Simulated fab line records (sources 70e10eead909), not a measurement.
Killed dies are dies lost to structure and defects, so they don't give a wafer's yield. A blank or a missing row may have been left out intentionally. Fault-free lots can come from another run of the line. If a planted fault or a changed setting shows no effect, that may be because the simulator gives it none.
Chamber matching	flow nand_harc	NHARC_A_CONTACT_DEP_58 on pecvd-03: 3 sister chambers
The step deposits SiON, target thk 90 nm. 18 wafers are shown with their chamber, then 9 later ones without.

## WAFERS WITH THEIR CHAMBER
wafer	chamber	heater_power_w (W)	heater_power_outer_w (W)
L075.2	1	880	607
L075.4	0	890	544
L075.5	1	882	604
L083.2	2	882	556
L083.5	2	861	555
L083.6	1	743	477
L082.4	2	708	433
L082.5	1	888	599
L082.6	0	898	559
L086.2	2	850	528
L086.5	2	859	544
L086.6	1	875	569
L087.2	2	865	536
L087.3	1	752	512
L087.4	2	892	567
L089.3	2	848	510
L089.5	1	724	469
L089.6	2	824	545

SIGNATURES (means of the wafers above)
reading	chamber 0	chamber 1	chamber 2	scatter within a chamber
heater_power_w	894.00	820.57	843.22	62.5
heater_power_outer_w	551.50	548.14	530.44	48.5
Rule: a wafer's distance from a chamber is the root of the sum, over the readings, of the square of ((its reading less the chamber's mean) divided by the reading's scatter). The wafer belongs to the nearest chamber; if the next one is less than 2 further off, it can't be placed. The scatter is the square root of a quotient: the sum, over the shown wafers, of each reading's squared deviation from its chamber's mean, divided by wafers minus chambers.

## WAFERS WITHOUT THEIR CHAMBER
wafer	heater_power_w (W)	heater_power_outer_w (W)
L091.2	988	597
L091.3	841	528
L091.4	820	530
L093.2	795	504
L093.3	832	561
L093.4	938	608
L095.1	985	626
L095.2	752	455
L095.4	801	505

## THE CHAMBER EACH PASSED THROUGH
wafer	from the rows above	in truth
L091.2	can't be placed: 0 or 2 or 1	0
L091.3	can't be placed: 2 or 1 or 0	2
L091.4	can't be placed: 2 or 1 or 0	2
L093.2	can't be placed: 2 or 1 or 0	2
L093.3	can't be placed: 1 or 2 or 0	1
L093.4	can't be placed: 0 or 2 or 1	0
L095.1	can't be placed: 0 or 2 or 1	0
L095.2	can't be placed: 2 or 1 or 0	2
L095.4	can't be placed: 2 or 1 or 0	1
Correctly placed: 0 of 9. Not placeable from these rows: 9 (in 9, the candidates include the true chamber). Placed wrongly: 0.
